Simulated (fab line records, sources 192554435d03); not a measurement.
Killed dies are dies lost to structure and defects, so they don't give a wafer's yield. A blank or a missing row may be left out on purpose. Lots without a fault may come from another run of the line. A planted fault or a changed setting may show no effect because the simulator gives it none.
Split-lot experiment | flow n5_finfet | 7 lots, 21 wafers read, on a route of 1938 steps

THE SPLIT
At N5_PASSIVATION_PASS_ETCH_47 (etches SiNx in CF4/O2, target depth 770 nm, time 385 s), the setting source_w was moved away from the recipe's 535 W on 11 of the 21 wafers read, by -13.7% to +13.8%. The other wafers ran this setting at the recipe's value.

The reading is taken at the split's own step.

THE READING
rf_vpp_V, in V, at N5_PASSIVATION_PASS_ETCH_47 (etches SiNx in CF4/O2, target depth 770 nm, time 385 s). Fault-free wafers of this fab line usually give 241.5 V, standard deviation 2.8 V.

wafer  | tool, chamber at the split | source_w as run, W | against the recipe | rf_vpp_V, V | against lot-mates on the recipe
L075.4 | rie_diel-03, 2             | 535                | recipe             | 240.9       | -
L075.5 | rie_diel-03, 0             | 577.5              | +7.9%              | 235.0       | -5.9
L075.6 | rie_diel-03, 3             | 577.5              | +7.9%              | 228.3       | -12.6
L077.1 | rie_diel-03, 2             | 506.3              | -5.4%              | 248.1       | +10.9
L077.2 | rie_diel-03, 3             | 535                | recipe             | 237.2       | -
L077.5 | rie_diel-03, 1             | 506.3              | -5.4%              | 250.5       | +13.3
L078.1 | rie_diel-03, 0             | 608.8              | +13.8%             | 228.5       | no lot-mate on the recipe
L078.4 | rie_diel-03, 2             | 608.8              | +13.8%             | 224.8       | no lot-mate on the recipe
L078.5 | rie_diel-03, 1             | 608.8              | +13.8%             | 225.9       | no lot-mate on the recipe
L076.1 | rie_diel-03, 1             | 535                | recipe             | 243.5       | -
L076.3 | rie_diel-03, 2             | 535                | recipe             | 241.0       | -
L076.6 | rie_diel-03, 1             | 535                | recipe             | 241.8       | -
L092.3 | rie_diel-05, 1             | 535                | recipe             | 239.7       | -
L092.4 | rie_diel-05, 3             | 535                | recipe             | 243.2       | -
L092.5 | rie_diel-05, 1             | 504.4              | -5.7%              | 246.5       | +5.1
L095.3 | rie_diel-03, 2             | 535                | recipe             | 241.9       | -
L095.4 | rie_diel-03, 3             | 608.8              | +13.8%             | 222.0       | -20.7
L095.5 | rie_diel-03, 0             | 535                | recipe             | 243.5       | -
L096.1 | rie_diel-05, 3             | 535                | recipe             | 240.7       | -
L096.2 | rie_diel-05, 0             | 461.8              | -13.7%             | 262.6       | +21.9
L096.4 | rie_diel-05, 1             | 461.8              | -13.7%             | 257.3       | +16.6

THE FIT
A straight line over all 21 wafers: rf_vpp_V changes by -1.24 V for each +1% of source_w; r = -0.97; the points scatter about the line by 2.4 V.
The same after taking each lot's own level away (the mean of its wafers on the recipe; 18 wafers): -1.42 V for each +1%; r = -0.97; scatter 2.6 V.
On that fit, the largest move of source_w shifts the reading by 20 V.
The lots' own levels span 237.20 to 242.70 V, that is 2.0 times the standard deviation above.
So the lot-to-lot level changes the slope: the two fits differ.
Check: with one of the wafers moved furthest among these (+13.8%) left out of the fit, the line predicts -18.4 V for it against its lot-mates. It came out at -20.7 V against them.
Tool readings at the split's step, against how far the setting was moved: rf_vpp_V r = -0.97.

OTHER SPLITS ON THESE WAFERS
These wafers also went through other splits before the reading. Each is held against what the fit with the lots' levels taken away leaves over:
other split on the same wafers             | wafers away from the commonest value | r with rf_vpp_V (lot level and that fit taken away)
N5_BEOL_M14_SPUTTER_43 power_w             | 8                                    | +0.58
N5_BEOL_M15_ILD_DEP_00 time_s              | 5                                    | +0.03
N5_MIM_BOT_LITHO_DEVELOP_07 develop_time_s | 7                                    | -0.31
N5_MIM_BOT_ETCH_ETCH_04 time_s             | 8                                    | +0.08
N5_PASSIVATION_EXPOSE_41 dose_mj           | 10                                   | -0.16

THE WHOLE CHAIN: every reading that the file lists as answering this split, in the file's order
step                        | what it does                                           | reading                                                        | change (the file's fit)              | r (the file's)
N5_PASSIVATION_PASS_ETCH_47 | etches SiNx in CF4/O2, target depth 770 nm, time 385 s | rf_vpp_V                                                       | -1.42 V for each +1% of the setting  | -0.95
N5_PASSIVATION_PASS_ETCH_47 | etches SiNx in CF4/O2, target depth 770 nm, time 385 s | etch.depth_nm (the simulator's own value, which no gauge read) | +7.95 nm for each +1% of the setting | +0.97

THE FILE'S OWN FIT
rf_vpp_V changes by -1.42 V for each +1% of source_w, r = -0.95.
